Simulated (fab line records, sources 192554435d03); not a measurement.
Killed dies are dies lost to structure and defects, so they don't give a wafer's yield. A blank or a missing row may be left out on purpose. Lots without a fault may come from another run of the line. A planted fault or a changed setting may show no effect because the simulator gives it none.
Split-lot experiment | flow n5_finfet | 7 lots, 39 wafers read, on a route of 1938 steps

THE SPLIT
At N5_BEOL_M9_ETCH_62 (etches SOC in N2/H2, target depth 110 nm, overetch 22 nm, time 165 s), the setting time_s was moved away from the recipe's 165 s on 9 of the 39 wafers read, by -27.8% to +23.3%. The other wafers ran this setting at the recipe's value.

The reading is taken at the split's own step.

THE READING
SiARC_of_BEOL_M9_COAT_60.thk_nm (the simulator's own value, which no gauge read), in nm, at N5_BEOL_M9_ETCH_62 (etches SOC in N2/H2, target depth 110 nm, overetch 22 nm, time 165 s). The file gives no usual value for it. The 30 wafers here that ran the recipe average 23.5 nm, standard deviation 0.25 nm.

wafer  | tool, chamber at the split | time_s as run, s | against the recipe | SiARC_of_BEOL_M9_COAT_60.thk_nm, nm | against lot-mates on the recipe
L079.1 | rie_diel-03, 1             | 165              | recipe             | 23.4                                | -
L079.2 | rie_diel-03, 3             | 165              | recipe             | 23.8                                | -
L079.3 | rie_diel-03, 2,0,1,0       | 165              | recipe             | 23.2                                | -
L079.4 | rie_diel-03, 2,0,1,0       | 165              | recipe             | 23.2                                | -
L079.5 | rie_diel-03, 2,0,1,0       | 165              | recipe             | 23.2                                | -
L079.6 | rie_diel-03, 2,0,1,0       | 165              | recipe             | 23.2                                | -
L083.1 | rie_diel-03, 1             | 165              | recipe             | 23.4                                | -
L083.5 | rie_diel-03, 3             | 165              | recipe             | 24                                  | -
L083.6 | rie_diel-03, 2             | 165              | recipe             | 23.2                                | -
L084.1 | rie_diel-06, 1             | 119.1            | -27.8%             | 25                                  | +1.6
L084.2 | rie_diel-06, 2             | 119.1            | -27.8%             | 25.4                                | +2.0
L084.3 | rie_diel-06, 3             | 119.1            | -27.8%             | 25.2                                | +1.8
L084.4 | rie_diel-06, 0             | 165              | recipe             | 23.2                                | -
L084.5 | rie_diel-06, 2             | 165              | recipe             | 23.6                                | -
L084.6 | rie_diel-06, 3             | 165              | recipe             | 23.4                                | -
L087.1 | rie_diel-05, 3,2,3         | 165              | recipe             | 23.6                                | -
L087.4 | rie_diel-05, 3,2,3         | 165              | recipe             | 23.6                                | -
L087.5 | rie_diel-05, 3,2,3         | 165              | recipe             | 23.6                                | -
L087.2 | rie_diel-05, 0             | 165              | recipe             | 23.8                                | -
L087.6 | rie_diel-05, 0             | 165              | recipe             | 23.8                                | -
L087.3 | rie_diel-05, 1             | 165              | recipe             | 23.4                                | -
L090.1 | rie_diel-05, 2             | 165              | recipe             | 23.6                                | -
L090.6 | rie_diel-05, 2             | 165              | recipe             | 23.6                                | -
L090.2 | rie_diel-05, 1             | 165              | recipe             | 23.4                                | -
L090.3 | rie_diel-05, 0             | 203.4            | +23.3%             | 22.4                                | -1.1
L090.4 | rie_diel-05, 3             | 203.4            | +23.3%             | 22.2                                | -1.3
L090.5 | rie_diel-05, 1             | 203.4            | +23.3%             | 22                                  | -1.5
L092.1 | rie_diel-06, 2             | 165              | recipe             | 24                                  | -
L092.2 | rie_diel-06, 3             | 165              | recipe             | 23.8                                | -
L092.3 | rie_diel-06, 0,1,0         | 165              | recipe             | 23.6                                | -
L092.4 | rie_diel-06, 0,1,0         | 165              | recipe             | 23.6                                | -
L092.5 | rie_diel-06, 0,1,0         | 165              | recipe             | 23.6                                | -
L092.6 | rie_diel-06, 1             | 165              | recipe             | 23.4                                | -
L097.1 | rie_diel-03, 2,0           | 130.7            | -20.8%             | 24.8                                | +1.3
L097.2 | rie_diel-03, 2,0           | 130.7            | -20.8%             | 24.8                                | +1.3
L097.3 | rie_diel-03, 3             | 165              | recipe             | 24                                  | -
L097.4 | rie_diel-03, 1             | 130.7            | -20.8%             | 25                                  | +1.5
L097.5 | rie_diel-03, 1             | 165              | recipe             | 23.4                                | -
L097.6 | rie_diel-03, 2             | 165              | recipe             | 23.2                                | -
Where a row lists several chambers, the file gives one row for several wafers and doesn't say which wafer went through which chamber.

THE FIT
A straight line over all 39 wafers: SiARC_of_BEOL_M9_COAT_60.thk_nm changes by -0.0601 nm for each +1% of time_s; r = -0.95; the points scatter about the line by 0.24 nm.
The same after taking each lot's own level away (the mean of its wafers on the recipe; 39 wafers): -0.062 nm for each +1%; r = -0.96; scatter 0.21 nm.
On that fit, the largest move of time_s shifts the reading by 1.7 nm.
The lots' own levels span 23.33 to 23.67 nm, that is 1.3 times the standard deviation above.
So the lot-to-lot level changes the slope little: the two slopes agree.
Check: with one of the wafers moved furthest among these (-27.8%) left out of the fit, the line predicts +1.77 nm for it against its lot-mates. It came out at +1.6 nm against them.

OTHER SPLITS ON THESE WAFERS
These wafers also went through other splits before the reading. Each is held against what the fit with the lots' levels taken away leaves over:
other split on the same wafers   | wafers away from the commonest value | r with SiARC_of_BEOL_M9_COAT_60.thk_nm (lot level and that fit taken away)
N5_BEOL_M5_TRENCH_ETCH_37 time_s | 15                                   | +0.15

THE FILE'S OWN FIT
SiARC_of_BEOL_M9_COAT_60.thk_nm changes by -0.0623 nm for each +1% of time_s, r = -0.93.
